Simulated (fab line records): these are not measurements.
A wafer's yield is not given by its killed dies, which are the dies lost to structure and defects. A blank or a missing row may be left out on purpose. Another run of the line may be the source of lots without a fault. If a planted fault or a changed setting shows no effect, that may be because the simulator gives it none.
Which of the tools did it? :: flow n5-finfet :: Sampling: 8 lots, 23 wafers, 7 of 1938 route steps

WHAT EACH GAUGE READ, for each wafer
N5_BEOL_M0_SAQP_THK_MEAS_05.
lot: L454
measured: day 5 13:14
on: film-metro-02
thk-nm (nm): 58.9 59.4 60.6

lot: L458
measured: day 6 08:02
on: film-metro-01
thk-nm (nm): 59.3 59.5 60.1

lot: L460
measured: day 6 21:17
on: film-metro-02
thk-nm (nm): 58.8 60.8

lot: L469
measured: day 9 07:24
on: film-metro-02
thk-nm (nm): 59.0 60.9 44.7

lot: L470
measured: day 9 10:36
on: film-metro-02
thk-nm (nm): 44.0 60.6 45.5

lot: L474
measured: day 10 09:02
on: film-metro-01
thk-nm (nm): 58.8 60.3 59.9

lot: L475
measured: day 10 18:15
on: film-metro-01
thk-nm (nm): 59.9 60.0 60.0

lot: L477
measured: day 11 04:55
on: film-metro-02
thk-nm (nm): 59.7 61.3 61.4

N5_BEOL_M4_RC_MEAS_101.
lot: L454
measured: day 8 00:23
on: prober-02
DIBL_N (mV/V): 38.1 40.4 37.6
DIBL_P (mV/V): 37.5 40.1 36.8
IOFF_N (nA/um): 0.18 0.23 0.17
IOFF_P (nA/um): 0.20 0.24 0.19
ION_N (uA/um): 672 687 665
ION_P (uA/um): 449 465 451
SS_N (mV/dec): 72.3 73.4 71.6
SS_P (mV/dec): 73.7 73.7 73.8
VT_N (mV): 250 248 252
VT_P (mV): -251 -249 -254

lot: L458
measured: day 8 20:15
on: prober-02
DIBL_N (mV/V): 35.6 39.6 39.7
DIBL_P (mV/V): 35.8 39.9 39.8
IOFF_N (nA/um): 0.12 0.19 0.20
IOFF_P (nA/um): 0.18 0.25 0.24
ION_N (uA/um): 663 674 679
ION_P (uA/um): 458 467 464
SS_N (mV/dec): 71.6 72.5 72.7
SS_P (mV/dec): 72.7 74.1 74.1
VT_N (mV): 257 251 249
VT_P (mV): -254 -246 -252

lot: L460
measured: day 9 01:01
on: prober-01
DIBL_N (mV/V): 39.0 34.3
DIBL_P (mV/V): 39.5 33.8
IOFF_N (nA/um): 0.21 0.13
IOFF_P (nA/um): 0.20 0.14
ION_N (uA/um): 683 658
ION_P (uA/um): 456 449
SS_N (mV/dec): 72.3 70.8
SS_P (mV/dec): 73.6 71.8
VT_N (mV): 246 251
VT_P (mV): -256 -256

lot: L469
measured: day 12 03:10
on: prober-01
DIBL_N (mV/V): 36.8 37.4 34.9
DIBL_P (mV/V): 35.2 34.8 33.6
IOFF_N (nA/um): 0.17 0.18 0.14
IOFF_P (nA/um): 0.23 0.24 0.19
ION_N (uA/um): 682 676 663
ION_P (uA/um): 467 470 454
SS_N (mV/dec): 71.5 72.2 71.0
SS_P (mV/dec): 72.5 73.2 72.4
VT_N (mV): 251 251 251
VT_P (mV): -245 -246 -250

lot: L470
measured: day 12 09:42
on: prober-01
DIBL_N (mV/V): 38.6 42.1 40.1
DIBL_P (mV/V): 38.3 41.9 38.9
IOFF_N (nA/um): 0.18 0.27 0.22
IOFF_P (nA/um): 0.26 0.32 0.26
ION_N (uA/um): 678 703 697
ION_P (uA/um): 468 473 474
SS_N (mV/dec): 72.4 73.1 73.2
SS_P (mV/dec): 74.2 75.1 74.1
VT_N (mV): 246 244 247
VT_P (mV): -246 -243 -249

lot: L474
measured: day 13 05:11
on: prober-02
DIBL_N (mV/V): 38.6 39.7 40.7
DIBL_P (mV/V): 39.3 40.5 41.6
IOFF_N (nA/um): 0.18 0.23 0.23
IOFF_P (nA/um): 0.24 0.26 0.27
ION_N (uA/um): 681 683 692
ION_P (uA/um): 464 463 470
SS_N (mV/dec): 71.8 72.4 72.7
SS_P (mV/dec): 74.7 74.5 74.2
VT_N (mV): 247 244 245
VT_P (mV): -250 -249 -249

lot: L475
measured: day 13 10:32
on: prober-01
DIBL_N (mV/V): 35.9 34.5 38.4
DIBL_P (mV/V): 35.1 32.9 39.1
IOFF_N (nA/um): 0.15 0.13 0.22
IOFF_P (nA/um): 0.20 0.17 0.30
ION_N (uA/um): 672 650 701
ION_P (uA/um): 460 450 482
SS_N (mV/dec): 72.0 71.4 72.4
SS_P (mV/dec): 74.0 72.2 73.5
VT_N (mV): 250 253 244
VT_P (mV): -250 -253 -243

lot: L477
measured: day 13 19:59
on: prober-02
DIBL_N (mV/V): 41.6 37.2 38.0
DIBL_P (mV/V): 42.9 36.3 37.6
IOFF_N (nA/um): 0.28 0.17 0.17
IOFF_P (nA/um): 0.37 0.24 0.23
ION_N (uA/um): 705 670 670
ION_P (uA/um): 480 462 462
SS_N (mV/dec): 72.5 71.4 72.1
SS_P (mV/dec): 75.0 73.9 73.2
VT_N (mV): 243 249 251
VT_P (mV): -242 -245 -251

TOOL THAT RAN EACH LOT (tool first, then ch and the chambers of the sampled wafers, then the start)
lot: L454
N5_MOL_CONTACT_COAG_ETCHBACK_136: rie-diel-04 ch 0,2,3, day 5 06:52
N5_MOL_CONTACT_COAG_ETCH_48: rie-diel-04 ch 0,2,3, day 5 06:58
N5_BEOL_M0_SAQP_PECVD_03: pecvd-03 ch 1,2, day 5 13:01
N5_BEOL_M0_SAQP_PECVD_04: pecvd-03 ch 1,2, day 5 13:08
N5_BEOL_M0_SAQP_MANDREL_ETCH_20: rie-si-03 ch 2,3, day 5 14:05

lot: L458
N5_MOL_CONTACT_COAG_ETCHBACK_136: rie-diel-04 ch 0,2, day 6 02:57
N5_MOL_CONTACT_COAG_ETCH_48: rie-diel-04 ch 0,2, day 6 03:03
N5_BEOL_M0_SAQP_PECVD_03: pecvd-01 ch 0,2, day 6 07:50
N5_BEOL_M0_SAQP_PECVD_04: pecvd-01 ch 0,2, day 6 07:57
N5_BEOL_M0_SAQP_MANDREL_ETCH_20: rie-si-03 ch 0,2, day 6 08:46

lot: L460
N5_MOL_CONTACT_COAG_ETCHBACK_136: rie-diel-06 ch 2,3, day 6 14:20
N5_MOL_CONTACT_COAG_ETCH_48: rie-diel-06 ch 2,3, day 6 14:26
N5_BEOL_M0_SAQP_PECVD_03: pecvd-04 ch 0,2, day 6 21:04
N5_BEOL_M0_SAQP_PECVD_04: pecvd-04 ch 0,2, day 6 21:11
N5_BEOL_M0_SAQP_MANDREL_ETCH_20: rie-si-01 ch 2, day 6 22:14

lot: L469
N5_MOL_CONTACT_COAG_ETCHBACK_136: rie-diel-03 ch 0,3, day 8 23:41
N5_MOL_CONTACT_COAG_ETCH_48: rie-diel-03 ch 0,3, day 8 23:47
N5_BEOL_M0_SAQP_PECVD_03: pecvd-04 ch 0,1,2, day 9 07:11
N5_BEOL_M0_SAQP_PECVD_04: pecvd-04 ch 0,1,2, day 9 07:18
N5_BEOL_M0_SAQP_MANDREL_ETCH_20: rie-si-02 ch 1,2,3, day 9 08:15

lot: L470
N5_MOL_CONTACT_COAG_ETCHBACK_136: rie-diel-04 ch 0,1,3, day 9 05:34
N5_MOL_CONTACT_COAG_ETCH_48: rie-diel-04 ch 0,1,3, day 9 05:40
N5_BEOL_M0_SAQP_PECVD_03: pecvd-04 ch 0,1,2, day 9 10:23
N5_BEOL_M0_SAQP_PECVD_04: pecvd-04 ch 0,1,2, day 9 10:30
N5_BEOL_M0_SAQP_MANDREL_ETCH_20: rie-si-01 ch 0,2,3, day 9 11:19

lot: L474
N5_MOL_CONTACT_COAG_ETCHBACK_136: rie-diel-04 ch 0,2, day 10 03:58
N5_MOL_CONTACT_COAG_ETCH_48: rie-diel-04 ch 0,2, day 10 04:04
N5_BEOL_M0_SAQP_PECVD_03: pecvd-01 ch 0,1, day 10 08:50
N5_BEOL_M0_SAQP_PECVD_04: pecvd-01 ch 0,1, day 10 08:56
N5_BEOL_M0_SAQP_MANDREL_ETCH_20: rie-si-01 ch 1,3, day 10 09:53

lot: L475
N5_MOL_CONTACT_COAG_ETCHBACK_136: rie-diel-04 ch 0,1,2, day 10 13:03
N5_MOL_CONTACT_COAG_ETCH_48: rie-diel-04 ch 0,1,2, day 10 13:09
N5_BEOL_M0_SAQP_PECVD_03: pecvd-01 ch 0,1,2, day 10 18:02
N5_BEOL_M0_SAQP_PECVD_04: pecvd-01 ch 0,1,2, day 10 18:09
N5_BEOL_M0_SAQP_MANDREL_ETCH_20: rie-si-02 ch 0,1,3, day 10 19:05

lot: L477
N5_MOL_CONTACT_COAG_ETCHBACK_136: rie-diel-06 ch 0,3, day 10 22:41
N5_MOL_CONTACT_COAG_ETCH_48: rie-diel-06 ch 0,3, day 10 22:47
N5_BEOL_M0_SAQP_PECVD_03: pecvd-03 ch 0,1, day 11 04:43
N5_BEOL_M0_SAQP_PECVD_04: pecvd-03 ch 0,1, day 11 04:49
N5_BEOL_M0_SAQP_MANDREL_ETCH_20: rie-si-03 ch 0,1,3, day 11 05:40
- N5_MOL_CONTACT_COAG_ETCHBACK_136: etches SiO2 in CHF3, target depth 25 nm, time 16.7 s.
- N5_MOL_CONTACT_COAG_ETCH_48: etches SiOC in C4F6/O2, target depth 15 nm, overetch 4.5 nm, time 17 s.
- N5_BEOL_M0_SAQP_PECVD_03: deposits SiCN from 3MS/NH3, target thk 12 nm, time 21.1 s.
- N5_BEOL_M0_SAQP_PECVD_04: deposits a-Si from SiH4/He, target thk 60 nm, time 60.2 s.
- N5_BEOL_M0_SAQP_MANDREL_ETCH_20: etches a-Si in HBr/Cl2, stops on SiNx, target depth 60 nm, bt time 10 s, time 30 s.

AS READ BY THE TOOLS THEMSELVES (means over the sampled wafers that have a number; for cases with no such wafer, the mark the record gives instead)
N5_MOL_CONTACT_COAG_ETCHBACK_136.
lot: L454
tool: rie-diel-04
drypump-motor-current-A (A): 5.9
oes-product-au (a.u.): 0.77
rf-vpp-V (V): 517
showerhead-plenum-p-Torr (Torr): 2.34
throttle-valve-pct (%): 18.44

lot: L458
tool: rie-diel-04
drypump-motor-current-A (A): 5.8
oes-product-au (a.u.): 0.77
rf-vpp-V (V): 510
showerhead-plenum-p-Torr (Torr): 2.28
throttle-valve-pct (%): 18.43

lot: L460
tool: rie-diel-06
drypump-motor-current-A (A): 5.7
oes-product-au (a.u.): 0.73
rf-vpp-V (V): 510
showerhead-plenum-p-Torr (Torr): 2.36
throttle-valve-pct (%): 18.81

lot: L469
tool: rie-diel-03
drypump-motor-current-A (A): 6.1
oes-product-au (a.u.): 0.78
rf-vpp-V (V): 522
showerhead-plenum-p-Torr (Torr): 2.39
throttle-valve-pct (%): 18.98

lot: L470
tool: rie-diel-04
drypump-motor-current-A (A): 6.3
oes-product-au (a.u.): 0.71
rf-vpp-V (V): 527
showerhead-plenum-p-Torr (Torr): 2.37
throttle-valve-pct (%): 18.55

lot: L474
tool: rie-diel-04
drypump-motor-current-A (A): 5.9
oes-product-au (a.u.): 0.74
rf-vpp-V (V): 510
showerhead-plenum-p-Torr (Torr): 2.27
throttle-valve-pct (%): 18.48

lot: L475
tool: rie-diel-04
drypump-motor-current-A (A): 6.0
oes-product-au (a.u.): 0.74
rf-vpp-V (V): 526
showerhead-plenum-p-Torr (Torr): 2.33
throttle-valve-pct (%): 18.58

lot: L477
tool: rie-diel-06
drypump-motor-current-A (A): 5.7
oes-product-au (a.u.): 0.76
rf-vpp-V (V): 511
showerhead-plenum-p-Torr (Torr): 2.41
throttle-valve-pct (%): 18.83

N5_MOL_CONTACT_COAG_ETCH_48.
lot: L454
tool: rie-diel-04
drypump-motor-current-A (A): 5.9
oes-product-au (a.u.): 0.65
rf-vpp-V (V): 1572
showerhead-plenum-p-Torr (Torr): 2.80
throttle-valve-pct (%): 40.4

lot: L458
tool: rie-diel-04
drypump-motor-current-A (A): 5.8
oes-product-au (a.u.): 0.65
rf-vpp-V (V): 1552
showerhead-plenum-p-Torr (Torr): 2.73
throttle-valve-pct (%): 40.6

lot: L460
tool: rie-diel-06
drypump-motor-current-A (A): 5.7
oes-product-au (a.u.): 0.62
rf-vpp-V (V): 1548
showerhead-plenum-p-Torr (Torr): 2.81
throttle-valve-pct (%): 40.9

lot: L469
tool: rie-diel-03
drypump-motor-current-A (A): 6.1
oes-product-au (a.u.): 0.65
rf-vpp-V (V): 1582
showerhead-plenum-p-Torr (Torr): 2.85
throttle-valve-pct (%): 41.2

lot: L470
tool: rie-diel-04
drypump-motor-current-A (A): 6.3
oes-product-au (a.u.): 0.58
rf-vpp-V (V): 1597
showerhead-plenum-p-Torr (Torr): 2.82
throttle-valve-pct (%): 40.2

lot: L474
tool: rie-diel-04
drypump-motor-current-A (A): 5.8
oes-product-au (a.u.): 0.66
rf-vpp-V (V): 1551
showerhead-plenum-p-Torr (Torr): 2.72
throttle-valve-pct (%): 40.6

lot: L475
tool: rie-diel-04
drypump-motor-current-A (A): 6.0
oes-product-au (a.u.): 0.61
rf-vpp-V (V): 1597
showerhead-plenum-p-Torr (Torr): 2.78
throttle-valve-pct (%): 40.5

lot: L477
tool: rie-diel-06
drypump-motor-current-A (A): 5.7
oes-product-au (a.u.): 0.62
rf-vpp-V (V): 1552
showerhead-plenum-p-Torr (Torr): 2.88
throttle-valve-pct (%): 41.2

N5_BEOL_M0_SAQP_PECVD_03.
lot: L454
tool: pecvd-03
showerhead-plenum-p-Torr (Torr): 3.648
showerhead-vpp-V (V): 872
throttle-valve-pct (%): 8.7

lot: L458
tool: pecvd-01
showerhead-plenum-p-Torr (Torr): 3.659
showerhead-vpp-V (V): 887
throttle-valve-pct (%): 8.5

lot: L460
tool: pecvd-04
showerhead-plenum-p-Torr (Torr): 3.651
showerhead-vpp-V (V): 920
throttle-valve-pct (%): 9.2

lot: L469
tool: pecvd-04
showerhead-plenum-p-Torr (Torr): 3.655
showerhead-vpp-V (V): 883
throttle-valve-pct (%): 9.2

lot: L470
tool: pecvd-04
showerhead-plenum-p-Torr (Torr): 3.652
showerhead-vpp-V (V): 888
throttle-valve-pct (%): 9.2

lot: L474
tool: pecvd-01
showerhead-plenum-p-Torr (Torr): 3.667
showerhead-vpp-V (V): 921
throttle-valve-pct (%): 8.9

lot: L475
tool: pecvd-01
showerhead-plenum-p-Torr (Torr): 3.655
showerhead-vpp-V (V): 900
throttle-valve-pct (%): 8.7

lot: L477
tool: pecvd-03
showerhead-plenum-p-Torr (Torr): 3.669
showerhead-vpp-V (V): 901
throttle-valve-pct (%): 8.6

N5_BEOL_M0_SAQP_PECVD_04.
lot: L454
tool: pecvd-03
heater-power-outer-w (W): 315
heater-power-w (W): 546
showerhead-plenum-p-Torr (Torr): 5.61
showerhead-vpp-V (V): 609
throttle-valve-pct (%): 17.4

lot: L458
tool: pecvd-01
heater-power-outer-w (W): 340
heater-power-w (W): 624
showerhead-plenum-p-Torr (Torr): 5.64
showerhead-vpp-V (V): 624
throttle-valve-pct (%): 17.2

lot: L460
tool: pecvd-04
heater-power-outer-w (W): 384
heater-power-w (W): 640
showerhead-plenum-p-Torr (Torr): 5.63
showerhead-vpp-V (V): 642
throttle-valve-pct (%): 18.4

lot: L469
tool: pecvd-04
heater-power-outer-w (W): 352
heater-power-w (W): 604
showerhead-plenum-p-Torr (Torr): 5.63
showerhead-vpp-V (V): 620
throttle-valve-pct (%): 18.4

lot: L470
tool: pecvd-04
heater-power-outer-w (W): 341
heater-power-w (W): 578
showerhead-plenum-p-Torr (Torr): 5.62
showerhead-vpp-V (V): 623
throttle-valve-pct (%): 18.5

lot: L474
tool: pecvd-01
heater-power-outer-w (W): 365
heater-power-w (W): 636
showerhead-plenum-p-Torr (Torr): 5.66
showerhead-vpp-V (V): 649
throttle-valve-pct (%): 17.8

lot: L475
tool: pecvd-01
heater-power-outer-w (W): 353
heater-power-w (W): 635
showerhead-plenum-p-Torr (Torr): 5.64
showerhead-vpp-V (V): 633
throttle-valve-pct (%): 17.6

lot: L477
tool: pecvd-03
heater-power-outer-w (W): 318
heater-power-w (W): 549
showerhead-plenum-p-Torr (Torr): 5.70
showerhead-vpp-V (V): 628
throttle-valve-pct (%): 17.3

N5_BEOL_M0_SAQP_MANDREL_ETCH_20.
lot: L454
tool: rie-si-03
drypump-motor-current-A (A): 5.3
he-backside-leak-sccm (sccm): 2.74
oes-product-au (a.u.): 0.775
throttle-valve-pct (%): 35.46

lot: L458
tool: rie-si-03
drypump-motor-current-A (A): 6.0
he-backside-leak-sccm (sccm): 2.89
oes-product-au (a.u.): 0.775
throttle-valve-pct (%): 35.76

lot: L460
tool: rie-si-01
drypump-motor-current-A (A): 6.7
he-backside-leak-sccm (sccm): 2.67
oes-product-au (a.u.): 0.768
throttle-valve-pct (%): 35.58

lot: L469
tool: rie-si-02
drypump-motor-current-A (A): 5.5
he-backside-leak-sccm (sccm): 2.49
oes-product-au (a.u.): 0.737
throttle-valve-pct (%): 35.39

lot: L470
tool: rie-si-01
drypump-motor-current-A (A): 6.2
he-backside-leak-sccm (sccm): 2.61
oes-product-au (a.u.): 0.696
throttle-valve-pct (%): 35.79

lot: L474
tool: rie-si-01
drypump-motor-current-A (A): 6.2
he-backside-leak-sccm (sccm): 2.71
oes-product-au (a.u.): 0.771
throttle-valve-pct (%): 35.64

lot: L475
tool: rie-si-02
drypump-motor-current-A (A): 5.8
he-backside-leak-sccm (sccm): 2.43
oes-product-au (a.u.): 0.771
throttle-valve-pct (%): 35.24

lot: L477
tool: rie-si-03
drypump-motor-current-A (A): 6.2
he-backside-leak-sccm (sccm): 2.76
oes-product-au (a.u.): 0.775
throttle-valve-pct (%): 35.63

THE ANSWER, worked out from the rows above alone
Rule: usual is defined by the lots themselves. The widest of any qualifying gaps counts: lots, ordered by their means at a reading, are off when they make up no more than a third of the lots, leave a main group of 4 or more, and stand apart from it by 3 or more times the standard deviation of that group's means. A main group whose means are all the same, to the digits that the tables above print for the reading, isn't used. A lot without any number at a reading at which 4 lots or more have one is off too. Where the step has rows for the other lots, those lots are counted as sound. After the gauges, taken in route order, come the tools' own readings; for these a lot's mean is taken, as printed above. At the first step where some lot is off, the reading lying furthest off is the one used; lots without a number count as furthest.
Off: L469, L470 (N5_BEOL_M0_SAQP_THK_MEAS_05, thk-nm). The main group: mean 59.9 nm, standard deviation 0.41.
A tool fits if, at a process step before that reading, it ran every lot that is off, and no sound lot after the first of them. Not tried: the gauges at N5_BEOL_M0_SAQP_THK_MEAS_05; whatever is off there is also off at N5_BEOL_M0_SAQP_MANDREL_ETCH_20, on other tools, and gauge error can't account for it. One fits: N5_BEOL_M0_SAQP_PECVD_03 and N5_BEOL_M0_SAQP_PECVD_04 on pecvd-04. At N5_BEOL_M0_SAQP_PECVD_03 its last sound lot is L460 (day 6 21:04), its first lot that is off L469 (day 9 07:11): a fault that began between those two fits.

WHAT THE SIMULATOR HAD PUT IN
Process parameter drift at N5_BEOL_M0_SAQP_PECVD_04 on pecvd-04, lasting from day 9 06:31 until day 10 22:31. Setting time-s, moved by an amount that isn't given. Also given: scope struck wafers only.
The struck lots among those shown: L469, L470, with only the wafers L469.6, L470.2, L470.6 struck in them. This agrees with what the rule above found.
